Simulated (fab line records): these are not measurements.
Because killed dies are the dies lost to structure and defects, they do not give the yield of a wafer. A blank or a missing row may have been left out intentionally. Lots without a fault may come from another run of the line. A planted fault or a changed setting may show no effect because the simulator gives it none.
Which tool was responsible? + flow n5_finfet + 12 lots with 36 wafers sampled at 4 steps, on a route of 1938 steps

== WHAT THE GAUGES READ, wafer by wafer ==
N5_BEOL_M4_THK_MEAS_53: measures by xrf.
| lot  | measured     | on            | M4_THK (nm)    |
|------|--------------|---------------|----------------|
| L075 | day 8 10:29  | film_metro-01 | 39.1 38.5 39.6 |
| L078 | day 9 11:08  | film_metro-02 | 36.2 37.9 36.9 |
| L077 | day 9 18:35  | film_metro-02 | 38.0 37.0 37.6 |
| L080 | day 9 21:44  | film_metro-02 | 40.9 38.8 37.6 |
| L083 | day 10 06:12 | film_metro-02 | 38.9 39.9 37.8 |
| L085 | day 11 02:13 | film_metro-01 | 37.1 37.2 39.0 |
| L087 | day 11 13:26 | film_metro-02 | 39.9 39.9 37.1 |
| L091 | day 12 07:31 | film_metro-02 | 39.8 43.3 43.2 |
| L090 | day 12 12:13 | film_metro-01 | 39.4 38.3 39.5 |
| L092 | day 13 02:09 | film_metro-01 | 42.3 39.1 39.7 |
| L095 | day 13 19:56 | film_metro-02 | 38.2 40.1 39.6 |
| L096 | day 14 03:05 | film_metro-02 | 37.2 39.6 38.9 |

== WHAT TOOL EACH LOT RAN ON (gives the tool, then ch and the chambers of the sampled wafers, and finally the start) ==
| lot  | N5_BEOL_M4_STRIP_97                           | N5_BEOL_M4_SURFACE_TREAT_85  | N5_BEOL_M4_SPUTTER_96        |
|------|-----------------------------------------------|------------------------------|------------------------------|
| L075 | rie_diel-04 ch 0,2, day 8 07:32 or earlier    | pvd_sputter-01, day 8 07:32  | pvd_sputter-01, day 8 09:41  |
| L078 | rie_diel-06 ch 1,3, day 9 08:16 or earlier    | pvd_sputter-02, day 9 08:16  | pvd_sputter-01, day 9 10:20  |
| L077 | rie_diel-04 ch 0,1,2, day 9 15:46 or earlier  | pvd_sputter-03, day 9 15:46  | pvd_sputter-02, day 9 17:45  |
| L080 | rie_diel-02 ch 0,2, day 9 18:56 or earlier    | pvd_sputter-01, day 9 18:56  | pvd_sputter-03, day 9 20:57  |
| L083 | rie_diel-02 ch 0,1, day 10 01:22 or earlier   | pvd_sputter-02, day 10 01:22 | pvd_sputter-03, day 10 05:24 |
| L085 | rie_diel-02 ch 0,1, day 10 23:25 or earlier   | pvd_sputter-02, day 10 23:25 | pvd_sputter-03, day 11 01:26 |
| L087 | rie_diel-06 ch 2,3, day 11 10:37 or earlier   | pvd_sputter-03, day 11 10:37 | pvd_sputter-02, day 11 12:38 |
| L091 | rie_diel-04 ch 1,3, day 12 04:41 or earlier   | pvd_sputter-03, day 12 04:41 | pvd_sputter-02, day 12 06:44 |
| L090 | rie_diel-06 ch 0,1,3, day 12 09:27 or earlier | pvd_sputter-02, day 12 09:27 | pvd_sputter-02, day 12 11:26 |
| L092 | rie_diel-04 ch 1,2, day 12 23:07 or earlier   | pvd_sputter-02, day 12 23:07 | pvd_sputter-02, day 13 01:21 |
| L095 | rie_diel-02 ch 0,2,3, day 13 16:25 or earlier | pvd_sputter-02, day 13 16:25 | pvd_sputter-01, day 13 18:27 |
| L096 | rie_diel-02 ch 0,3, day 13 23:53 or earlier   | pvd_sputter-03, day 13 23:53 | pvd_sputter-03, day 14 02:17 |
- N5_BEOL_M4_STRIP_97: strips in N2/H2, time 10 s.
- N5_BEOL_M4_SURFACE_TREAT_85
- N5_BEOL_M4_SPUTTER_96: material Cu, target thk 4.5 nm, time 8.29 s.

== THE ANSWER, worked out from the rows above alone ==
Rule: what is usual is taken from the lots themselves. The widest of any qualifying gaps counts: lots, ordered by their means at a reading, are off when they make up no more than a third of the lots, leave a main group of 4 or more, and stand apart from it by 3 or more times the standard deviation of that group's means. The tables above print the reading to a certain number of digits; a main group whose means all agree to those digits is not used. Also off: a lot with no number at a reading for which 4 or more lots have one. All remaining lots with rows at the step are treated as sound.
None of the lots is off at any reading shown; this tells nothing.

== WHAT THE SIMULATOR PUT IN ==
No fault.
